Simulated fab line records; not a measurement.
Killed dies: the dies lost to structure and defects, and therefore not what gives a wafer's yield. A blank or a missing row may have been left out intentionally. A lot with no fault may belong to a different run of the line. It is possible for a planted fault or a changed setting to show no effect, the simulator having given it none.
Matching of chambers	flow nand_harc	NHARC_A_STAIRCASE_STRIP_476 on rie_diel-10: 4 sister chambers
The step strips in O2, time 20 s. 4 wafers are shown with their chamber, then 12 later ones without.

WAFERS, EACH WITH ITS CHAMBER
wafer	chamber	drypump_motor_current_A (A)
L089.1	1	5.2
L092.1	0	6.3
L092.2	3	5.6
L092.3	2	6.0

WAFERS WHOSE CHAMBER IS MISSING
wafer	drypump_motor_current_A (A)
L092.4	5.2
L092.5	5.5
L092.6	6.3
L091.1	5.6
L091.2	6.0
L091.3	5.2
L091.4	6.3
L091.5	6.3
L091.6	5.6
L094.4	5.9
L094.5	5.5
L094.6	6.3

EACH ONE'S CHAMBER
wafer	from the rows above	in truth
L092.4	1	1
L092.5	3	3
L092.6	0	0
L091.1	3	3
L091.2	2	2
L091.3	1	1
L091.4	0	0
L091.5	0	0
L091.6	3	3
L094.4	2	2
L094.5	3	3
L094.6	0	0
12 of 12 placed correctly. Number that these rows cannot place: 0. Number placed wrongly: 0.
How it was worked out, from the rows above alone: a wafer's distance from a chamber is the root of the sum, over the readings, of the square of ((its reading less the chamber's mean) divided by the reading's scatter). If the next closest chamber is less than 2 further off than the closest, the wafer can't be placed; otherwise it belongs to the closest. A chamber's mean is the mean of its shown wafers. The scatter (one wafer shown for each chamber): square how far every hidden wafer sits from the nearest shown wafer, average those squares and take the square root.
